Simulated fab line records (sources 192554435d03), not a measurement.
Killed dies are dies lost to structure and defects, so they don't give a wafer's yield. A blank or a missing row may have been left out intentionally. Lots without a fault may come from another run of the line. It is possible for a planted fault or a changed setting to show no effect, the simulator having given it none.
Lot-split experiment | flow n5 finfet | 21 wafers read from 7 lots, route of 1938 steps

== THE SPLIT ITSELF ==
At N5_BEOL_M8_DESCUM_33 (chemistry O2, time 7 s), the setting time s was moved away from the recipe's 7 s on 7 of the 21 wafers read, by -21.6% to +7.5%. All remaining wafers had this setting at the recipe value.

== SPLIT TO READING: what lies between them in the file, 1 step ==
- N5_BEOL_M8_ETCH_72: etches underlayer in N2/H2, target depth 6.5 nm, time 5.2 s

== THE READING ==
CAR-EUV_of_BEOL_M8_COAT_22.thk nm (the simulator's own value, which no gauge read), in nm, at N5_BEOL_M8_ETCH_65 (etches SiARC in CF4, target depth 15.6 nm, time 26 s). The file does not state a usual value for it. The 14 wafers here that ran the recipe average 11.2 nm, standard deviation 0.15 nm.

wafer  | tool, chamber at the split | time s as run, s | against the recipe | CAR-EUV_of_BEOL_M8_COAT_22.thk nm, nm | against lot-mates on the recipe
L077.1 | rie diel-04, 2             | 5.49             | -21.6%             | 12                                    | +0.8
L077.2 | rie diel-04, 3             | 5.49             | -21.6%             | 12                                    | +0.8
L077.3 | rie diel-04, 1             | 7                | recipe             | 11.2                                  | -
L081.1 | rie diel-02, 1             | 7                | recipe             | 11                                    | -
L081.4 | rie diel-02, 3             | 6.406            | -8.5%              | 11.2                                  | +0.2
L081.5 | rie diel-02, 0             | 6.406            | -8.5%              | 11.4                                  | +0.4
L084.4 | rie diel-02, 2             | 7                | recipe             | 11                                    | -
L084.6 | rie diel-02, 3             | 7                | recipe             | 11                                    | -
L084.5 | rie diel-02, 2             | 7.522            | +7.5%              | 10.8                                  | -0.2
L086.1 | rie diel-04, 1             | 7                | recipe             | 11.2                                  | -
L086.3 | rie diel-04, 0             | 7                | recipe             | 11.4                                  | -
L086.5 | rie diel-04, 1             | 6.546            | -6.5%              | 11.6                                  | +0.3
L088.4 | rie diel-02, 1             | 7                | recipe             | 11                                    | -
L088.5 | rie diel-02, 0             | 7                | recipe             | 11.2                                  | -
L088.6 | rie diel-02, 3             | 7                | recipe             | 11.2                                  | -
L091.1 | rie diel-04, 1             | 7                | recipe             | 11.4                                  | -
L091.2 | rie diel-04, 0             | 7                | recipe             | 11.4                                  | -
L091.5 | rie diel-04, 0             | 7                | recipe             | 11.4                                  | -
L094.1 | rie diel-06, 2             | 7                | recipe             | 11.2                                  | -
L094.5 | rie diel-06, 2             | 7                | recipe             | 11.2                                  | -
L094.3 | rie diel-06, 1             | 6.131            | -12.4%             | 11.6                                  | +0.4

FIT RESULTS
A straight line over all 21 wafers: CAR-EUV_of_BEOL_M8_COAT_22.thk nm changes by -0.0363 nm for each +1% of time s; r = -0.87; the points scatter about the line by 0.16 nm.
The same after taking each lot's own level away (the mean of its wafers on the recipe; 21 wafers): -0.0358 nm for each +1%; r = -0.97; scatter 0.064 nm.
Per that fit: largest time s move, reading shift of 0.77 nm.
From 11.00 to 11.40 nm: that is the span of the lots' own levels, equal to 2.6 times the standard deviation above.
Consequently the slope shifts little with the lot-to-lot level, the two slopes agreeing.
Check: with one of the wafers moved furthest among these (-21.6%) left out of the fit, the line predicts +0.769 nm for it against its lot-mates. Against them it came out at +0.8 nm.

== THE OTHER SPLITS THESE WAFERS WENT THROUGH ==
Before the reading, these wafers also passed through other splits. Each is held against what the fit with the lots' levels taken away leaves over:
other split on the same wafers | wafers away from the commonest value | r with CAR-EUV_of_BEOL_M8_COAT_22.thk nm (lot level and that fit taken away)
N5_BEOL_M8_EXPOSE_25 dose mj   | 7                                    | -0.28

== THE WHOLE CHAIN: every reading that the file lists as answering this split, in the file's order ==
step                 | what it does                                                | reading                                                                            | change (the file's fit)                | r (the file's)
N5_BEOL_M8_DESCUM_33 | chemistry O2, time 7 s                                      | CAR-EUV_of_BEOL_M8_COAT_22.thk nm (the simulator's own value, which no gauge read) | -0.0385 nm for each +1% of the setting | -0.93
N5_BEOL_M8_ETCH_72   | etches underlayer in N2/H2, target depth 6.5 nm, time 5.2 s | CAR-EUV_of_BEOL_M8_COAT_22.thk nm (the simulator's own value, which no gauge read) | -0.0343 nm for each +1% of the setting | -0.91
N5_BEOL_M8_ETCH_65   | etches SiARC in CF4, target depth 15.6 nm, time 26 s        | CAR-EUV_of_BEOL_M8_COAT_22.thk nm (the simulator's own value, which no gauge read) | -0.0357 nm for each +1% of the setting | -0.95

== FILE'S OWN FIT ==
CAR-EUV_of_BEOL_M8_COAT_22.thk nm changes by -0.0357 nm for each +1% of time s, r = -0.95.
